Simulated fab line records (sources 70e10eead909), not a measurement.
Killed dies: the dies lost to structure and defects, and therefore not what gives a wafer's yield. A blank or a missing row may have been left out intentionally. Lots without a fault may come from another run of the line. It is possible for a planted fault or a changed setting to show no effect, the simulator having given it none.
Which tool is to blame? | flow nand-harc | 12 lots with 36 wafers sampled at 5 steps, on a route of 1302 steps

WHAT THE GAUGES READ, wafer by wafer
NHARC_END_SORT_01. Usual: killed-at-array 55, standard deviation 12; killed-at-other 1.0, standard deviation 1.2; killed-at-periphery 3.9, standard deviation 2.6; killed-dies 60, standard deviation 12; killed-open 3.3, standard deviation 1.9; killed-short 2.5, standard deviation 1.8.
lot  | measured     | on        | killed-at-array | killed-at-other | killed-at-periphery | killed-dies | killed-open | killed-short | flag
L970 | day 26 01:29 | prober-02 | 46 37 42        | 0 0 1           | 2 4 6               | 48 41 49    | 5 6 5       | 2 3 4        |

TOOL THAT RAN EACH LOT (tool first, then ch and the chambers of the sampled wafers, then the start)
lot  | NHARC_A_CHANNEL_HOLE_D1_ETCH_44    | NHARC_A_CHANNEL_FILL_D1_ALD_02   | NHARC_A_CHANNEL_FILL_D1_ALD_16   | NHARC_A_DECK1_JOINT_ETCHBACK_07
L965 | rie-diel-07 ch 1,2, day 8 22:26    | ald-hk-02 ch 0,1, day 8 23:36    | ald-hk-02 ch 0,3, day 9 14:17    | rie-si-05 ch 0,1,3, day 11 03:29
L967 | rie-diel-07 ch 0,1,3, day 9 13:41  | ald-hk-03 ch 1,3, day 9 14:56    | ald-hk-04 ch 0,1,2, day 10 02:50 | rie-si-02 ch 1,2,3, day 11 16:14
L970 | rie-diel-07 ch 0,3, day 10 17:18   | ald-hk-02 ch 0,3, day 10 18:31   | ald-hk-02 ch 0,1, day 11 06:40   | rie-si-05 ch 1,2,3, day 12 19:21
L971 | rie-diel-07 ch 1,2,3, day 11 14:49 | ald-hk-03 ch 0,1,2, day 11 15:58 | ald-hk-04 ch 1,2,3, day 12 04:12 | rie-si-02 ch 0,1,3, day 13 15:59
L972 | rie-diel-10 ch 1,3, day 11 15:25   | ald-hk-03 ch 1,3, day 11 16:40   | ald-hk-02 ch 0,3, day 12 04:12   | rie-si-05 ch 0,1, day 13 15:59
L974 | rie-diel-07 ch 0,2, day 12 07:51   | ald-hk-02 ch 0,3, day 12 14:55   | ald-hk-03 ch 1,2,3, day 13 03:07 | rie-si-02 ch 0,1,3, day 14 14:53
L973 | rie-diel-11 ch 0,1,3, day 12 10:16 | ald-hk-04 ch 0,2, day 12 14:59   | ald-hk-02 ch 0,2, day 13 03:07   | rie-si-05 ch 0,2, day 14 18:38
L981 | rie-diel-11 ch 0,3, day 15 12:53   | ald-hk-03 ch 0,1, day 15 14:04   | ald-hk-04 ch 2,3, day 16 02:12   | rie-si-02 ch 0,1,2, day 17 18:18
L983 | rie-diel-07 ch 0,3, day 16 12:06   | ald-hk-02 ch 1,2,3, day 16 13:27 | ald-hk-02 ch 1,3, day 17 01:30   | rie-si-02 ch 0,2,3, day 18 13:20
L985 | rie-diel-11 ch 0,1,2, day 17 09:58 | ald-hk-02 ch 2,3, day 17 11:12   | ald-hk-03 ch 1,2,3, day 17 23:31 | rie-si-03 ch 0,3, day 19 11:16
L987 | rie-diel-07 ch 0,3, day 18 01:52   | ald-hk-04 ch 0,1,3, day 18 03:16 | ald-hk-02 ch 0,1,2, day 18 15:19 | rie-si-03 ch 2,3, day 20 06:29
L988 | rie-diel-07 ch 1,3, day 18 06:06   | ald-hk-03 ch 0,2, day 18 07:20   | ald-hk-03 ch 0,1,2, day 18 19:31 | rie-si-05 ch 2,3, day 20 06:27
- NHARC_A_CHANNEL_HOLE_D1_ETCH_44: etches the open film in CF4/O2, target depth 140 nm, overetch 14 nm, time 77 s.
- NHARC_A_CHANNEL_FILL_D1_ALD_02: deposits SiO2, target thk 6 nm, pulse time 10 s, ald cycles 60.
- NHARC_A_CHANNEL_FILL_D1_ALD_16: deposits SiO2, target thk 1.5 nm, pulse time 10 s, ald cycles 15.
- NHARC_A_DECK1_JOINT_ETCHBACK_07: etches the open film in HBr, target depth 105 nm, time 26.9 s.

WHAT THE TOOLS THEMSELVES READ (means of the sampled wafers that have a number; where no wafer has one, the mark that the record gives instead)
NHARC_A_CHANNEL_HOLE_D1_ETCH_44. Usual: drypump-motor-current-A 5.4 A, standard deviation 0.45; oes-product-au 1.003 a.u., standard deviation 0.0087; rf-vpp-V 198.0 V, standard deviation 1.3; showerhead-plenum-p-Torr 1.34 Torr, standard deviation 0.057; throttle-valve-pct 13.397 %, standard deviation 0.0088.
lot  | tool        | drypump-motor-current-A (A) | oes-product-au (a.u.) | rf-vpp-V (V) | showerhead-plenum-p-Torr (Torr) | throttle-valve-pct (%) | flag
L965 | rie-diel-07 | 5.0                         | 1.007                 | 198.4        | 1.34                            | 13.396                 |
L967 | rie-diel-07 | 5.5                         | 0.994                 | 198.4        | 1.33                            | 13.387                 |
L970 | rie-diel-07 | 5.6                         | 1.004                 | 198.0        | 1.37                            | 13.400                 |
L971 | rie-diel-07 | 5.3                         | 1.012                 | 198.3        | 1.34                            | 13.404                 |
L972 | rie-diel-10 | 6.6                         | 0.995                 | 198.1        | 1.33                            | 13.387                 |
L974 | rie-diel-07 | 5.3                         | 1.001                 | 198.3        | 1.36                            | 13.394                 |
L973 | rie-diel-11 | 5.7                         | 1.000                 | 198.1        | 1.36                            | 13.399                 |
L981 | rie-diel-11 | 5.9                         | 1.003                 | 198.5        | 1.32                            | 13.401                 |
L983 | rie-diel-07 | 5.6                         | 0.998                 | 199.7        | 1.36                            | 13.388                 |
L985 | rie-diel-11 | 5.6                         | 1.006                 | 197.4        | 1.34                            | 13.405                 |
L987 | rie-diel-07 | 5.6                         | 1.005                 | 198.7        | 1.36                            | 13.402                 |
L988 | rie-diel-07 | 5.4                         | 1.000                 | 196.8        | 1.29                            | 13.403                 |

NHARC_A_CHANNEL_FILL_D1_ALD_02. Usual: heater-power-w 460 W, standard deviation 53; precursor-pulse-height-rel 1.000, standard deviation 0.019.
lot  | tool      | heater-power-w (W) | precursor-pulse-height-rel | flag
L965 | ald-hk-02 | 405                | 1.015                      |
L967 | ald-hk-03 | 495                | 1.003                      |
L970 | ald-hk-02 | 384                | 0.998                      |
L971 | ald-hk-03 | 511                | 1.011                      |
L972 | ald-hk-03 | 552                | 0.990                      |
L974 | ald-hk-02 | 382                | 1.005                      |
L973 | ald-hk-04 | 463                | 1.011                      |
L981 | ald-hk-03 | 526                | 0.990                      |
L983 | ald-hk-02 | 451                | 0.993                      |
L985 | ald-hk-02 | 419                | 0.984                      |
L987 | ald-hk-04 | 451                | 0.972                      |
L988 | ald-hk-03 | 486                | 0.998                      |

NHARC_A_CHANNEL_FILL_D1_ALD_16. Usual: heater-power-w 463 W, standard deviation 55; precursor-pulse-height-rel 1.001, standard deviation 0.023.
lot  | tool      | heater-power-w (W) | precursor-pulse-height-rel | flag
L965 | ald-hk-02 | 390                | 1.014                      |
L967 | ald-hk-04 | 473                | 0.985                      |
L970 | ald-hk-02 | 408                | 1.009                      |
L971 | ald-hk-04 | 452                | 1.022                      |
L972 | ald-hk-02 | 384                | 1.019                      |
L974 | ald-hk-03 | 519                | 0.995                      |
L973 | ald-hk-02 | 435                | 1.016                      |
L981 | ald-hk-04 | 475                | 0.995                      |
L983 | ald-hk-02 | 456                | 1.020                      |
L985 | ald-hk-03 | 504                | 1.002                      |
L987 | ald-hk-02 | 453                | 0.990                      |
L988 | ald-hk-03 | 486                | 1.008                      |

NHARC_A_DECK1_JOINT_ETCHBACK_07. Usual: drypump-motor-current-A 5.9 A, standard deviation 0.6; oes-product-au 0.999 a.u., standard deviation 0.0095; throttle-valve-pct 23.267 %, standard deviation 0.0081.
lot  | tool      | drypump-motor-current-A (A) | oes-product-au (a.u.) | throttle-valve-pct (%) | flag
L965 | rie-si-05 | 5.9                         | 1.000                 | 23.268                 |
L967 | rie-si-02 | 6.1                         | 1.000                 | 23.264                 |
L970 | rie-si-05 | 6.0                         | 1.001                 | 23.271                 |
L971 | rie-si-02 | 5.7                         | 0.993                 | 23.266                 |
L972 | rie-si-05 | 5.6                         | 0.988                 | 23.276                 |
L974 | rie-si-02 | 5.7                         | 1.003                 | 23.267                 |
L973 | rie-si-05 | 6.3                         | 1.000                 | 23.273                 |
L981 | rie-si-02 | 5.7                         | 1.416                 | 23.268                 | OFF
L983 | rie-si-02 | 6.3                         | 1.405                 | 23.258                 | OFF
L985 | rie-si-03 | 5.7                         | 1.002                 | 23.258                 |
L987 | rie-si-03 | 5.6                         | 1.002                 | 23.262                 |
L988 | rie-si-05 | 6.4                         | 1.007                 | 23.270                 |

THE ANSWER, worked out from the rows above alone
Rule: take the mean of a lot's wafers that have a number; if it is more than 3 standard deviations from the usual mean, the lot is off. A lot without any number at a reading at which 4 lots or more have one is off too. Where the step has rows for the other lots, those lots are counted as sound. The gauges are gone through in route order, then the tools' own readings, and for those a lot's mean is taken as printed above. The first step at which some lot is off is used, and at that step the reading that is off furthest; a lot without a number counts as furthest.
Off at NHARC_A_DECK1_JOINT_ETCHBACK_07 (oes-product-au): L981, L983.
A tool fits if, at that step or a process step before it, it ran every lot that is off, and no sound lot after the first of them. One candidate fits, namely rie-si-02 at NHARC_A_DECK1_JOINT_ETCHBACK_07. A fault onset in the window from L974 (day 14 14:53, its last sound lot) to L981 (day 17 18:18, its first lot off) fits.
On the lots that are off, the tool's own readings at NHARC_A_DECK1_JOINT_ETCHBACK_07 differ by more than 5 times the standard deviation of the sound lots' means, which bears it out; oes-product-au reads 1.410 a.u. there versus 1.000 a.u. on the sound lots.

WHAT WAS PUT IN BY THE SIMULATOR
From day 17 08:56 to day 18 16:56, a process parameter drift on rie-si-02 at NHARC_A_DECK1_JOINT_ETCHBACK_07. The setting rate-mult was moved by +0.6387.
Shown lots that were struck: L981, L983. The same result came from the rule above.
